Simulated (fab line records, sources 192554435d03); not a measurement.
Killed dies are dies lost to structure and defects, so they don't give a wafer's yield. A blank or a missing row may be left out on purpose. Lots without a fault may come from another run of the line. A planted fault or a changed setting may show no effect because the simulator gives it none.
Chamber matching | flow n5_finfet | N5_BEOL_M6_STRIP_19 on rie_diel-03: 4 sister chambers
The step strips in O2. 4 wafers are shown with their chamber, then 7 later ones without.

WAFERS WITH THEIR CHAMBER
wafer  | chamber | showerhead_plenum_p_Torr (Torr)
L082.1 | 3       | 2.00
L082.5 | 2       | 2.06
L085.1 | 1       | 2.05
L085.3 | 0       | 2.21

WAFERS WITHOUT THEIR CHAMBER
wafer  | showerhead_plenum_p_Torr (Torr)
L085.5 | 2.21
L091.2 | 2.04
L091.3 | 2.20
L091.5 | 2.20
L092.1 | 2.20
L092.4 | 1.99
L092.6 | 2.05

WHICH CHAMBER EACH WENT THROUGH
wafer  | from the rows above     | in truth
L085.5 | 0                       | 0
L091.2 | can't be placed: 1 or 2 | 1
L091.3 | 0                       | 0
L091.5 | 0                       | 0
L092.1 | 0                       | 0
L092.4 | 3                       | 3
L092.6 | can't be placed: 1 or 2 | 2
Placed correctly: 5 of 7. Can't be placed from these rows: 2 (the true chamber is among the candidates in 2). Placed wrongly: 0.
How it was worked out, from the rows above alone: a wafer's distance from a chamber is the root of the sum, over the readings, of the square of ((its reading less the chamber's mean) divided by the reading's scatter). The wafer belongs to the nearest chamber; if the next one is less than 2 further off, it can't be placed. A chamber's mean is the mean of its shown wafers. The scatter: with one shown wafer a chamber, the root of the mean of the squares of how far each hidden wafer lies from its nearest shown one.
